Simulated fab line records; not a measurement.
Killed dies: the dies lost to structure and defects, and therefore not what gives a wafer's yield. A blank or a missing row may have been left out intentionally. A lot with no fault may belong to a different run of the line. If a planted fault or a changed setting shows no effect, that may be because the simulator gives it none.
fab line records / flow n5Finfet
[record] lots = 5 wafers = 15 lastDay = 17
route steps=1938 shown GATE_CUT@513 MOL_CONTACT_COAG@517
lots with no fault: from the same line, run without faults
startH: hours from the record's opening day to when the first of the lot's shown wafers began / waitH: hours since the lot's step before / " the same as in the row above / L1.1+2: a single row standing in for several wafers / - no value, or no start given / * or withheld: withheld / < > ~ a bound
route shown NAME@n: names a module that has steps shown in the file, with the first one's number in the route / usual: mean/standard deviation of fault-free wafers / same: alike in all rows / chamber/n: place in a boat / sites: per-site readings / _std_site: their standard deviation / _edge_site: outer sites' mean less inner sites' / radiusMm: for every site, how far away it sits from the centre of the wafer / mask NAME#n: copy n / behind: the last tool/chamber to shape the wafer / hold: cause of the lot's hold/its duration in hours/its outcome / device: transistor that didn't switch, given as n, p or np / end of line: tests of these same wafers at the route's end / for a step that has no rows: nothing shown but its recipe / killed: not the wafer's yield, but the dies lost to structure and defects at the first sort / map: the dies of a wafer, with x for killed, . for not killed, _ for no die there
set.NAME: the run value of the setting; set.NAME@STEP: its run value at that earlier step / model.NAME: the simulator's own value behind a step, which no gauge read
lots seen at some steps along the route; tables by step, rows by wafer
services: a tool's chamber out of use, with start hour (startH, from the record's first day; less than 0 if before it), hours out, and reason
[[steps]]
[step N5_GATE_CUT_CMP_43]
[recipe] material = SiO2 postCmpClean = rinseOnly
[usual] motorCurrentA = 12.2/0.81
lot.wafer=L083.1 tool=cmp-01 chamber=0 startH=142.31 waitH=0.0 motorCurrentA=11.0
lot.wafer=L083.3 tool=cmp-01 chamber=2 startH=142.31 waitH=0.0 motorCurrentA=13.0
lot.wafer=L083.6 tool=cmp-01 chamber=0 startH=142.31 waitH=0.0 motorCurrentA=12.1
lot.wafer=L084.1 tool=cmp-04 chamber=3 startH=149.03 waitH=0.0 motorCurrentA=11.9
lot.wafer=L084.4 tool=cmp-04 chamber=1 startH=149.03 waitH=0.0 motorCurrentA=12.7
lot.wafer=L084.3 tool=cmp-04 chamber=2 startH=149.03 waitH=0.0 motorCurrentA=13.8
lot.wafer=L088.1 tool=cmp-01 chamber=0 startH=173.25 waitH=0.0 motorCurrentA=10.5
lot.wafer=L088.4 tool=cmp-01 chamber=1 startH=173.25 waitH=0.0 motorCurrentA=11.6
lot.wafer=L088.2 tool=cmp-01 chamber=3 startH=173.25 waitH=0.0 motorCurrentA=12.2
lot.wafer=L090.3 tool=cmp-02 chamber=3 startH=185.74 waitH=0.0 motorCurrentA=12.2
lot.wafer=L090.2 tool=cmp-02 chamber=2 startH=185.74 waitH=0.0 motorCurrentA=12.9
lot.wafer=L090.5 tool=cmp-02 chamber=3 startH=185.74 waitH=0.0 motorCurrentA=12.8
lot.wafer=L096.2 tool=cmp-01 chamber=3 startH=222.17 waitH=0.1 motorCurrentA=11.6
lot.wafer=L096.4 tool=cmp-01 chamber=0 startH=222.17 waitH=0.1 motorCurrentA=10.8
lot.wafer=L096.6 tool=cmp-01 chamber=2 startH=222.17 waitH=0.1 motorCurrentA=14.0
[step N5_GATE_CUT_CMP_61]
[recipe] stopOn = SiNx tOverpolishS = 3 postCmpClean = alkalineBrush downForcePsi = 4 platenRpm = 27.09 padVelocityMS = 0.539
[usual] motorCurrentA = 12.3/0.81
lot.wafer=L083.1 tool=cmp-01 chamber=0 startH=142.79 waitH=0.4 motorCurrentA=11.3
lot.wafer=L083.3 tool=cmp-01 chamber=2 startH=142.79 waitH=0.4 motorCurrentA=13.0
lot.wafer=L083.6 tool=cmp-01 chamber=0 startH=142.79 waitH=0.4 motorCurrentA=11.2
lot.wafer=L084.1 tool=cmp-04 chamber=3 startH=149.51 waitH=0.4 motorCurrentA=12.5
lot.wafer=L084.4 tool=cmp-04 chamber=1 startH=149.51 waitH=0.4 motorCurrentA=13.3
lot.wafer=L084.3 tool=cmp-04 chamber=2 startH=149.51 waitH=0.4 motorCurrentA=12.9
lot.wafer=L088.1 tool=cmp-01 chamber=0 startH=173.73 waitH=0.4 motorCurrentA=11.1
lot.wafer=L088.4 tool=cmp-01 chamber=1 startH=173.73 waitH=0.4 motorCurrentA=12.4
lot.wafer=L088.2 tool=cmp-01 chamber=3 startH=173.73 waitH=0.4 motorCurrentA=11.3
lot.wafer=L090.3 tool=cmp-02 chamber=3 startH=186.22 waitH=0.4 motorCurrentA=11.9
lot.wafer=L090.2 tool=cmp-02 chamber=2 startH=186.22 waitH=0.4 motorCurrentA=13.4
lot.wafer=L090.5 tool=cmp-02 chamber=3 startH=186.22 waitH=0.4 motorCurrentA=12.7
lot.wafer=L096.2 tool=cmp-01 chamber=3 startH=222.60 waitH=0.3 motorCurrentA=11.6
lot.wafer=L096.4 tool=cmp-01 chamber=0 startH=222.60 waitH=0.3 motorCurrentA=11.2
lot.wafer=L096.6 tool=cmp-01 chamber=2 startH=222.60 waitH=0.3 motorCurrentA=13.3
[step N5_GATE_CUT_INSPECT_26]
[recipe] inspectInstrument = darkfield mode = postCmp
[usual] rawDefectCount = 40/17
lot.wafer=L083.1 tool=defectInspect-02 chamber=- startH=143.02 waitH=0.0 rawDefectCount=46
lot.wafer=L083.3 tool=defectInspect-02 chamber=- startH=143.02 waitH=0.0 rawDefectCount=39
lot.wafer=L083.6 tool=defectInspect-02 chamber=- startH=143.02 waitH=0.0 rawDefectCount=47
lot.wafer=L084.1 tool=defectInspect-01 chamber=- startH=149.74 waitH=0.0 rawDefectCount=59
lot.wafer=L084.3 tool=defectInspect-01 chamber=- startH=149.74 waitH=0.0 rawDefectCount=39
lot.wafer=L084.4 tool=defectInspect-01 chamber=- startH=149.74 waitH=0.0 rawDefectCount=37
lot.wafer=L088.1 tool=defectInspect-01 chamber=- startH=173.96 waitH=0.0 rawDefectCount=30
lot.wafer=L088.2 tool=defectInspect-01 chamber=- startH=173.96 waitH=0.0 rawDefectCount=36
lot.wafer=L088.4 tool=defectInspect-01 chamber=- startH=173.96 waitH=0.0 rawDefectCount=27
lot.wafer=L090.2 tool=defectInspect-01 chamber=- startH=186.45 waitH=0.0 rawDefectCount=19
lot.wafer=L090.3 tool=defectInspect-01 chamber=- startH=186.45 waitH=0.0 rawDefectCount=21
lot.wafer=L090.5 tool=defectInspect-01 chamber=- startH=186.45 waitH=0.0 rawDefectCount=38
lot.wafer=L096.2 tool=defectInspect-02 chamber=- startH=222.80 waitH=0.0 rawDefectCount=119
lot.wafer=L096.4 tool=defectInspect-02 chamber=- startH=222.80 waitH=0.0 rawDefectCount=53
lot.wafer=L096.6 tool=defectInspect-02 chamber=- startH=222.80 waitH=0.0 rawDefectCount=68
[step N5_MOL_CONTACT_COAG_COAT_103]
[recipe] resist = SOC tempC = 250 timeS = 60 spinRpm = 1500 resistThkNm = 80
[usual] plateTempC = 249.97/0.18 spinSpeedRpm = 1499.8/1.1
lot.wafer=L083.1 tool=lithoTrack-04 chamber=0 startH=143.05 waitH=0.0 plateTempC=250.07 spinSpeedRpm=1500.8
lot.wafer=L083.3 tool=lithoTrack-04 chamber=0 startH=143.05 waitH=0.0 plateTempC=250.03 spinSpeedRpm=1498.6
lot.wafer=L083.6 tool=lithoTrack-04 chamber=0 startH=143.05 waitH=0.0 plateTempC=249.84 spinSpeedRpm=1498.6
lot.wafer=L084.1 tool=lithoTrack-04 chamber=0 startH=149.77 waitH=0.0 plateTempC=249.98 spinSpeedRpm=1500.2
lot.wafer=L084.3 tool=lithoTrack-04 chamber=0 startH=149.77 waitH=0.0 plateTempC=250.06 spinSpeedRpm=1499.4
lot.wafer=L084.4 tool=lithoTrack-04 chamber=0 startH=149.77 waitH=0.0 plateTempC=249.94 spinSpeedRpm=1499.1
lot.wafer=L088.1 tool=lithoTrack-04 chamber=0 startH=173.99 waitH=0.0 plateTempC=249.82 spinSpeedRpm=1501.2
lot.wafer=L088.2 tool=lithoTrack-04 chamber=0 startH=173.99 waitH=0.0 plateTempC=249.89 spinSpeedRpm=1500.6
lot.wafer=L088.4 tool=lithoTrack-04 chamber=0 startH=173.99 waitH=0.0 plateTempC=249.83 spinSpeedRpm=1501.5
lot.wafer=L090.2 tool=lithoTrack-02 chamber=0 startH=186.48 waitH=0.0 plateTempC=250.12 spinSpeedRpm=1499.1
lot.wafer=L090.3 tool=lithoTrack-02 chamber=0 startH=186.48 waitH=0.0 plateTempC=249.94 spinSpeedRpm=1499.5
lot.wafer=L090.5 tool=lithoTrack-02 chamber=0 startH=186.48 waitH=0.0 plateTempC=250.06 spinSpeedRpm=1500.6
lot.wafer=L096.2 tool=lithoTrack-02 chamber=0 startH=222.84 waitH=0.0 plateTempC=249.89 spinSpeedRpm=1502.0
lot.wafer=L096.4 tool=lithoTrack-02 chamber=0 startH=222.84 waitH=0.0 plateTempC=249.76 spinSpeedRpm=1500.6
lot.wafer=L096.6 tool=lithoTrack-02 chamber=0 startH=222.84 waitH=0.0 plateTempC=249.85 spinSpeedRpm=1500.4
[step N5_MOL_CONTACT_COAG_COAT_104]
[recipe] resist = SiARC tempC = 220 timeS = 60 spinRpm = 1500 resistThkNm = 12
[usual] plateTempC = 219.99/0.17 spinSpeedRpm = 1500.0/1
lot.wafer=L083.1 tool=lithoTrack-04 chamber=0 startH=- waitH=- plateTempC=219.79 spinSpeedRpm=1500.5
lot.wafer=L083.3 tool=lithoTrack-04 chamber=0 startH=- waitH=- plateTempC=219.99 spinSpeedRpm=1500.7
lot.wafer=L083.6 tool=lithoTrack-04 chamber=0 startH=- waitH=- plateTempC=220.06 spinSpeedRpm=1499.5
lot.wafer=L084.1 tool=lithoTrack-04 chamber=0 startH=- waitH=- plateTempC=220.02 spinSpeedRpm=1500.4
lot.wafer=L084.3 tool=lithoTrack-04 chamber=0 startH=- waitH=- plateTempC=220.04 spinSpeedRpm=1501.2
lot.wafer=L084.4 tool=lithoTrack-04 chamber=0 startH=- waitH=- plateTempC=220.06 spinSpeedRpm=1500.4
lot.wafer=L088.1 tool=lithoTrack-04 chamber=0 startH=- waitH=- plateTempC=220.10 spinSpeedRpm=1499.6
lot.wafer=L088.2 tool=lithoTrack-04 chamber=0 startH=- waitH=- plateTempC=220.10 spinSpeedRpm=1499.5
lot.wafer=L088.4 tool=lithoTrack-04 chamber=0 startH=- waitH=- plateTempC=220.22 spinSpeedRpm=1500.6
lot.wafer=L090.2 tool=lithoTrack-02 chamber=0 startH=- waitH=- plateTempC=220.10 spinSpeedRpm=1501.8
lot.wafer=L090.3 tool=lithoTrack-02 chamber=0 startH=- waitH=- plateTempC=219.95 spinSpeedRpm=1501.7
lot.wafer=L090.5 tool=lithoTrack-02 chamber=0 startH=- waitH=- plateTempC=219.93 spinSpeedRpm=1499.9
lot.wafer=L096.2 tool=lithoTrack-02 chamber=0 startH=- waitH=- plateTempC=220.08 spinSpeedRpm=1499.7
lot.wafer=L096.4 tool=lithoTrack-02 chamber=0 startH=- waitH=- plateTempC=219.88 spinSpeedRpm=1498.9
lot.wafer=L096.6 tool=lithoTrack-02 chamber=0 startH=- waitH=- plateTempC=220.01 spinSpeedRpm=1498.4
[step N5_MOL_CONTACT_COAG_COAT_58]
[recipe] resist = underlayer tempC = 205 timeS = 60 spinRpm = 1500 resistThkNm = 10
[usual] plateTempC = 205.00/0.15 spinSpeedRpm = 1500.1/1.1
lot.wafer=L083.1 tool=lithoTrack-04 chamber=0 startH=- waitH=- plateTempC=205.03 spinSpeedRpm=1499.1
lot.wafer=L083.3 tool=lithoTrack-04 chamber=0 startH=- waitH=- plateTempC=205.11 spinSpeedRpm=1501.0
lot.wafer=L083.6 tool=lithoTrack-04 chamber=0 startH=- waitH=- plateTempC=205.21 spinSpeedRpm=1499.3
lot.wafer=L084.1 tool=lithoTrack-04 chamber=0 startH=- waitH=- plateTempC=205.07 spinSpeedRpm=1501.4
lot.wafer=L084.3 tool=lithoTrack-04 chamber=0 startH=- waitH=- plateTempC=204.89 spinSpeedRpm=1500.2
lot.wafer=L084.4 tool=lithoTrack-04 chamber=0 startH=- waitH=- plateTempC=204.68 spinSpeedRpm=1501.5
lot.wafer=L088.1 tool=lithoTrack-04 chamber=0 startH=- waitH=- plateTempC=204.99 spinSpeedRpm=1500.4
lot.wafer=L088.2 tool=lithoTrack-04 chamber=0 startH=- waitH=- plateTempC=204.96 spinSpeedRpm=1499.3
lot.wafer=L088.4 tool=lithoTrack-04 chamber=0 startH=- waitH=- plateTempC=204.76 spinSpeedRpm=1498.9
lot.wafer=L090.2 tool=lithoTrack-02 chamber=0 startH=- waitH=- plateTempC=205.13 spinSpeedRpm=1498.0
lot.wafer=L090.3 tool=lithoTrack-02 chamber=0 startH=- waitH=- plateTempC=204.70 spinSpeedRpm=1498.7
lot.wafer=L090.5 tool=lithoTrack-02 chamber=0 startH=- waitH=- plateTempC=204.84 spinSpeedRpm=1501.5
lot.wafer=L096.2 tool=lithoTrack-02 chamber=0 startH=- waitH=- plateTempC=204.82 spinSpeedRpm=1501.2
lot.wafer=L096.4 tool=lithoTrack-02 chamber=0 startH=- waitH=- plateTempC=205.01 spinSpeedRpm=1498.8
lot.wafer=L096.6 tool=lithoTrack-02 chamber=0 startH=- waitH=- plateTempC=204.79 spinSpeedRpm=1499.9
[step N5_MOL_CONTACT_COAG_COAT_02]
[recipe] resist = CAR-EUV spinRpm = 1500 resistThkNm = 30
[usual] spinSpeedRpm = 1500.0/0.98
lot.wafer=L083.1 tool=lithoTrack-04 chamber=0 startH=- waitH=- spinSpeedRpm=1499.4
lot.wafer=L083.3 tool=lithoTrack-04 chamber=0 startH=- waitH=- spinSpeedRpm=1500.4
lot.wafer=L083.6 tool=lithoTrack-04 chamber=0 startH=- waitH=- spinSpeedRpm=1500.1
lot.wafer=L084.1 tool=lithoTrack-04 chamber=0 startH=- waitH=- spinSpeedRpm=1499.8
lot.wafer=L084.3 tool=lithoTrack-04 chamber=0 startH=- waitH=- spinSpeedRpm=1499.2
lot.wafer=L084.4 tool=lithoTrack-04 chamber=0 startH=- waitH=- spinSpeedRpm=1500.2
lot.wafer=L088.1 tool=lithoTrack-04 chamber=0 startH=- waitH=- spinSpeedRpm=1498.7
lot.wafer=L088.2 tool=lithoTrack-04 chamber=0 startH=- waitH=- spinSpeedRpm=1499.7
lot.wafer=L088.4 tool=lithoTrack-04 chamber=0 startH=- waitH=- spinSpeedRpm=1500.1
lot.wafer=L090.2 tool=lithoTrack-02 chamber=0 startH=- waitH=- spinSpeedRpm=1500.5
lot.wafer=L090.3 tool=lithoTrack-02 chamber=0 startH=- waitH=- spinSpeedRpm=1499.9
lot.wafer=L090.5 tool=lithoTrack-02 chamber=0 startH=- waitH=- spinSpeedRpm=1499.5
lot.wafer=L096.2 tool=lithoTrack-02 chamber=0 startH=- waitH=- spinSpeedRpm=1499.7
lot.wafer=L096.4 tool=lithoTrack-02 chamber=0 startH=- waitH=- spinSpeedRpm=1499.9
lot.wafer=L096.6 tool=lithoTrack-02 chamber=0 startH=- waitH=- spinSpeedRpm=1499.8
[step N5_MOL_CONTACT_COAG_EBR_04]
[recipe] solvent = PGMEA ebrWidthMm = 1.5
[same] ebrWidthMm = 1.5
lot.wafer=L083.1+3+6 tool=lithoTrack-04 chamber=0 startH=- waitH=-
lot.wafer=L084.1+3+4 tool=lithoTrack-04 chamber=0 startH=- waitH=-
lot.wafer=L088.1+2+4 tool=lithoTrack-04 chamber=0 startH=- waitH=-
lot.wafer=L090.2+3+5 tool=lithoTrack-02 chamber=0 startH=- waitH=-
lot.wafer=L096.2+4+6 tool=lithoTrack-02 chamber=0 startH=- waitH=-
[step N5_MOL_CONTACT_COAG_SOFTBAKE_03]
[recipe] tempC = 110 timeS = 60 resist = CAR-EUV
[usual] plateTempC = 110.03/0.12
lot.wafer=L083.1 tool=lithoTrack-04 chamber=0 startH=- waitH=- plateTempC=110.13
lot.wafer=L083.3 tool=lithoTrack-04 chamber=0 startH=- waitH=- plateTempC=110.28
lot.wafer=L083.6 tool=lithoTrack-04 chamber=0 startH=- waitH=- plateTempC=109.98
lot.wafer=L084.1 tool=lithoTrack-04 chamber=0 startH=- waitH=- plateTempC=110.11
lot.wafer=L084.3 tool=lithoTrack-04 chamber=0 startH=- waitH=- plateTempC=110.01
lot.wafer=L084.4 tool=lithoTrack-04 chamber=0 startH=- waitH=- plateTempC=110.09
lot.wafer=L088.1 tool=lithoTrack-04 chamber=0 startH=- waitH=- plateTempC=110.09
lot.wafer=L088.2 tool=lithoTrack-04 chamber=0 startH=- waitH=- plateTempC=110.06
lot.wafer=L088.4 tool=lithoTrack-04 chamber=0 startH=- waitH=- plateTempC=110.06
lot.wafer=L090.2 tool=lithoTrack-02 chamber=0 startH=- waitH=- plateTempC=110.08
lot.wafer=L090.3 tool=lithoTrack-02 chamber=0 startH=- waitH=- plateTempC=109.99
lot.wafer=L090.5 tool=lithoTrack-02 chamber=0 startH=- waitH=- plateTempC=110.22
lot.wafer=L096.2 tool=lithoTrack-02 chamber=0 startH=- waitH=- plateTempC=109.99
lot.wafer=L096.4 tool=lithoTrack-02 chamber=0 startH=- waitH=- plateTempC=109.92
lot.wafer=L096.6 tool=lithoTrack-02 chamber=0 startH=- waitH=- plateTempC=110.00
[step N5_MOL_CONTACT_COAG_EXPOSE_05]
[recipe] maskId = CA na = 0.33 sourceShape = annular sigmaInner = 0.4 sigmaOuter = 0.8 polarization = unpolarized defocusNm = 0 doseMj = 38.25
lot.wafer=L083.1+3+6 tool=euvScanner-02 chamber=0 startH=143.19 waitH=- mask=CA#0
lot.wafer=L084.1+3+4 tool=euvScanner-02 chamber=0 startH=149.91 waitH=- mask=CA#0
lot.wafer=L088.1+2+4 tool=euvScanner-02 chamber=0 startH=174.25 waitH=- mask=CA#0
lot.wafer=L090.2+3+5 tool=euvScanner-02 chamber=0 startH=186.62 waitH=- mask=CA#0
lot.wafer=L096.2+4+6 tool=euvScanner-02 chamber=0 startH=222.98 waitH=- mask=CA#0
[[services]]
tool=cmp-02 chamber=- startH=121.68 hours=0.6 kind=repair
tool=cmp-04 chamber=- startH=126.40 hours=0.5 kind=repair
tool=euvScanner-02 chamber=- startH=130.51 hours=0.4 kind=repair
tool=cmp-04 chamber=- startH=132.51 hours=3.9 kind=repair
tool=euvScanner-02 chamber=- startH=164.25 hours=1.0 kind=pm
tool=lithoTrack-04 chamber=- startH=167.65 hours=- kind=consumableReplace:filter
tool=cmp-04 chamber=- startH=168.52 hours=7.0 kind=pm
tool=euvScanner-02 chamber=0 startH=193.08 hours=- kind=calibration
tool=cmp-02 chamber=- startH=202.31 hours=4.0 kind=pm
tool=cmp-04 chamber=- startH=202.78 hours=8.0 kind=repair
tool=cmp-02 chamber=- startH=206.31 hours=- kind=consumableReplace:conditioner
tool=cmp-02 chamber=- startH=206.31 hours=- kind=consumableReplace:pad
tool=cmp-01 chamber=- startH=208.03 hours=0.7 kind=repair
tool=euvScanner-02 chamber=- startH=220.40 hours=1.0 kind=pm
[[key]]
fault none
